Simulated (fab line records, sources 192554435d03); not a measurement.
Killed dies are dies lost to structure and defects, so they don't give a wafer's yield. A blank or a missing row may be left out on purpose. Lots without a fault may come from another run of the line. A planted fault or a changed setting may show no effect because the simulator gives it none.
A struck lot beside a sound one | flow n5_finfet | 14 steps out of a route of 1938
Sound: wafers L308.1, L308.5, L308.6. Struck: wafers L328.3, L328.4, L328.6. The cause comes at the end.
At each step with rows: each side's tool, then ch and its chambers, then its first start. Under that, the readings that differ: sound wafers | struck wafers | difference of the means | sigmas: that difference in standard deviations of wafers without a fault.
alike: readings whose means differ by less than 2 such deviations, and words and numbers that are the same on both sides. not compared: withheld readings, readings that some wafer has no value for, bounds like >300 that may hide the same value, and numbers for which the record gives no deviation and whose values overlap.
The two part at a step that has a row with sigmas, a row that says differs or no value, or rows on one side only. Numbers that don't overlap but have no deviation are shown without sigmas and don't part them. A reading that every wafer of one side lacks parts them only if that side has two wafers or more.

first, 2 steps without rows for these wafers: N5_BEOL_M10_PRECLEAN_42 (cleans in residue remover, time 60 s); N5_BEOL_M10_SRD_43 (time 30 s).
N5_BEOL_M10_CD_MEAS_35: target cd 70 nm.
  sound on cd_sem-02, day 11 12:35; struck on cd_sem-02, day 16 12:34
  alike: cd_nm
N5_BEOL_M10_CURE_72: cures SiCOH lowk, time 120 s.
  sound on uv_cure-03 ch 1, day 11 12:38; struck on uv_cure-01 ch 2, day 16 12:42
  alike: lamp_power_pct, wafer_temp_C_max
N5_BEOL_M10_DEGAS_44: time 60 s.
  sound on pvd_sputter-01, day 11 13:02; struck on pvd_sputter-01, day 16 12:56
  alike: heater_power_w
N5_BEOL_M10_PRE_CLEAN_45: time 30 s.
  sound on pvd_sputter-01, day 11 13:04; struck on pvd_sputter-01, day 16 12:59
  alike: heater_power_w
then, 1 step without rows for these wafers: N5_BEOL_M10_ALD_74 (deposits TaN, target thk 2 nm, pulse time 2 s, purge time 3 s).
N5_BEOL_M10_SURFACE_TREAT_76:
  sound on pvd_sputter-01, day 11 13:30; struck on pvd_sputter-03, day 16 15:08
  not compared: throttle_valve_pct
then, 3 steps without rows for these wafers: N5_BEOL_M10_CVD_75 (deposits Co from CCTBA/H2, target thk 2 nm, time 138.9 s); N5_BEOL_M10_SPUTTER_48 (material Cu, target thk 12 nm, time 2 s); N5_BEOL_M10_ECD_50 (material Cu, target thk 318 nm).
N5_BEOL_M10_ANNEAL_51: time 90 s.
  sound on rtp_anneal-02 ch 0, day 11 14:01; struck on rtp_anneal-02 ch 0, day 16 15:53
  alike: anneal_temp_c, wafer_temp_C_max
N5_BEOL_M10_CMP_52: polishes, stops on SiCOH lowk, t overpolish 7 s, target thk 140 nm.
  sound on cmp-02 ch 1,2, day 11 14:20; struck on cmp-02 ch 0,1, day 16 16:05
  reading          | sound             | struck            | difference | sigmas
  platen_rpm (rpm) | 50.06 50.01 49.99 | 52.05 51.93 52.02 | +1.98      | +62
  alike: barrier_field_endpoint_s, motor_current_A, overpolish_run_s, retaining_ring_pressure_frac, time_to_endpoint_s
N5_PASSIVATION_PROBE_49:
  the record has rows for the sound wafers here (prober-01, day 13 20:17) and none for the struck ones

WHERE THEY PART
First at N5_BEOL_M10_CMP_52; last, within this record, at N5_PASSIVATION_PROBE_49.

WHY: what the simulator had put in
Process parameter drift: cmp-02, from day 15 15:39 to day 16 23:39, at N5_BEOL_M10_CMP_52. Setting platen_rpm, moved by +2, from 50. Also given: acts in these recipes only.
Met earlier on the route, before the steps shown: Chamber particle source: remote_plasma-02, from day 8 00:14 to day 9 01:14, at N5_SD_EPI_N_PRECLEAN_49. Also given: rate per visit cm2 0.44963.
